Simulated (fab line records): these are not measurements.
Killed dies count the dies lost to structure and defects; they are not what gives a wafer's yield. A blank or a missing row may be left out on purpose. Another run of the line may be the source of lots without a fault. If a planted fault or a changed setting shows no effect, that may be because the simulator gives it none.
Struck lot and sound lot, side by side ; flow nand harc ; 14 out of 1302 route steps
Sound: wafers L812.2, L812.4, L812.5. The struck wafers were L826.3, L826.4, L826.6. Last of all comes the cause.
Each step with rows lists, per side, the tool, then ch with its chambers, then its first start. Under that, the readings that differ: sound wafers ; struck wafers ; difference of the means ; sigmas: that difference in standard deviations of wafers without a fault.
alike: a reading whose means differ by less than 2 such deviations, as well as words and numbers matching on both sides. not compared: withheld readings; readings where some wafer has no value; bounds like >300 that might hide an equal value; numbers whose values overlap and for which the record gives no deviation.
Wherever a step has rows on one side only, a row that says differs or no value, or a row with sigmas, the two part there. Numbers that don't overlap but have no deviation are shown without sigmas and don't part them. Lack of a reading on every wafer of one side parts them only where that side has two or more wafers.

NHARC_A_BLC_CVD_24: deposits W, target thk 150 nm, time 434 s.
  sound: cvd w-02 ch 0,1; struck: cvd w-02 ch 0,1
  alike: heater power w, susceptor temp C, throttle valve pct
NHARC_A_BLC_CMP_25: polishes, t overpolish 30 s, target thk 150 nm.
  sound on cmp-02 ch 0,2,3, day 23 05:18; struck on cmp-02 ch 1,2,3, day 29 04:58
  alike: motor current A, overpolish run s, slurry filter dp kPa, time to endpoint s
following that, these wafers have no rows for 1 step: NHARC_A_BLC_SRD_27.
NHARC_A_BLC_INSPECT_28:
  sound on defect inspect-01 at day 23 05:40; struck on defect inspect-02 at day 29 05:20
  alike: raw defect count
then, 7 steps without rows for these wafers: NHARC_A_M0_DEP_00 (deposits SiOC, target thk 150 nm); NHARC_A_M0_DEHYDRATE_01 (time 120 s); NHARC_A_M0_HMDS_02 (time 30 s); NHARC_A_M0_COAT_33 (time 65 s); NHARC_A_M0_COAT_03 (resist thk 90 nm); NHARC_A_M0_SOFTBAKE_04 (time 55 s); NHARC_A_M0_EBR_05.
NHARC_A_M0_EXPOSE_06: exposes mask A M0, target cd 80 nm.
  sound on arfi scanner-01 ch 0, day 23 06:25; struck on arfi scanner-03 ch 0, day 29 06:44
reading;sound;struck;difference;sigmas
exposure dose mJ cm2;83.21 83.36 83.24;84.61 84.49 84.45;+1.25;+17
  alike: mask
then, 1 step without rows for these wafers: NHARC_A_M0_PEB_07 (peb time 65 s).
NHARC_END_SORT_01:
  sound on prober-01 ch 0, day 24 23:57; struck on prober-01 ch 0, day 30 23:58
  alike: defect limited yield, killed at array, killed at other, killed at periphery, killed dies, killed open, killed short, sort_bin_2_pct, sort_bin_3_pct, sort_bin_4_pct, sort n pass, sort rim yield pct, sort yield pct

== WHERE THEY PART ==
At NHARC_A_M0_EXPOSE_06 and nowhere else, as far as this record goes. Later steps at which nothing parts them and some readings are alike: NHARC_END_SORT_01.

WHY: what the simulator had put in
Drift in process parameters on arfi scanner-03 at NHARC_A_M0_EXPOSE_06, starting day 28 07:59. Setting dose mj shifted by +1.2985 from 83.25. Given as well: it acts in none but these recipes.
